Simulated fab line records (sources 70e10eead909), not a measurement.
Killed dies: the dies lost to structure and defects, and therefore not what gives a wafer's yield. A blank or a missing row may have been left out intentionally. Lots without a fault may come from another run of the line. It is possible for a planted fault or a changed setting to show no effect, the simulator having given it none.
Problem report, 8D (eight disciplines) form, completed by code -- flow nand_harc -- the parts of the form that need people (team, actions taken, sign-off) are left out

## 1. THE ISSUE
At NHARC_END_SORT_01, killed_at_periphery averages 61.2 over 6 wafers from 2 lots, while fault-free wafers read 3.5, standard deviation 2.5. That puts it +23 standard deviations away from the usual mean.
Seen first at day 28 12:28 on prober-02, wafer L255.2. At this step, 6 wafers from 2 lots have a number in the record. Rule for "out" (also "out of limits"): further than 4 standard deviations from the usual mean. All remaining wafers that have a number are taken as sound.

## 2. WHAT IT IS; WHAT IT IS NOT
question,is,is not
which readings at this step,killed_at_periphery,"killed_at_other, killed_open, killed_short"
which lots,"L255, L256",-
which wafers of those lots,all that have a number,-
read on which gauges,prober-02,-
when,from day 28 12:28,up to then (0 sound wafers)

## 3. THE SUSPECTS, EACH WITH WHAT RULES IT OUT
Counting: a tool at a process step up to the reading stays a suspect if it ran every lot that is out and no sound lot after the first of them.
- the gauge at NHARC_END_SORT_01: kept. All the wafers that are out were read on prober-02, and no step on other tools shows them out.
- rie_diel-01 at NHARC_P_M1_ETCH_35 (etches the open film in N2/H2, target depth 40 nm, overetch 12 nm, time 43.94 s): kept. It ran every lot that is out, first L255 (day 11 00:49), and no sound lot after that.
- pecvd-01 at NHARC_THIN_TSV_DEP_43 (deposits SiO2, target thk 1328.5 nm): kept. It ran every lot that is out, first L255 (day 27 13:10), and no sound lot after that.
rie_diel-01 at NHARC_P_M1_ETCH_35, pecvd-01 at NHARC_THIN_TSV_DEP_43 and prober-02 at NHARC_END_SORT_01 are what is left after counting.

## 4. THE CAUSE (what the simulator had put in)
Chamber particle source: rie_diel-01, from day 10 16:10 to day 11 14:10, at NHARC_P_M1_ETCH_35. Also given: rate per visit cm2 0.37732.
Counting leaves 3 suspects; this tool is one of them.

## 5. SEQUENCE OF EFFECTS, ordered by route
Each row: a reading whose mean over the struck wafers that have a number lies more than 3 standard deviations from the usual. Only readings whose record carries a usual standard deviation are examined. hours: median over the lots of the time between each lot's start at the first step of this table that gives one and its start at this step. sigmas: the change, counted in usual standard deviations.
hours,step,reading,usual,on struck wafers,change,sigmas
0,NHARC_END_SORT_01,defect_limited_yield,90.8 %,83.5,-7.3,-3.3
0,NHARC_END_SORT_01,killed_at_periphery,3.5,61.2,+57.7,+23
0,NHARC_END_SORT_01,killed_dies,62,112,+50,+3.3

## 6. HOW IT WOULD HAVE BEEN CAUGHT EARLIER
The first out-of-limits reading at a measuring or inspecting step in this record came at day 28 12:28, 428 hours after the fault's start at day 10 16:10.
Tool readings at NHARC_P_M1_ETCH_35 with a usual standard deviation given in the record: none out on any struck wafer, hence no alarm at a limit of 4 standard deviations on them.
The start of NHARC_P_M1_ETCH_35 on rie_diel-01 came by day 28 12:28 for every one of the lots that are out (2). Had the tool been put on hold then, not one of them would have been saved.
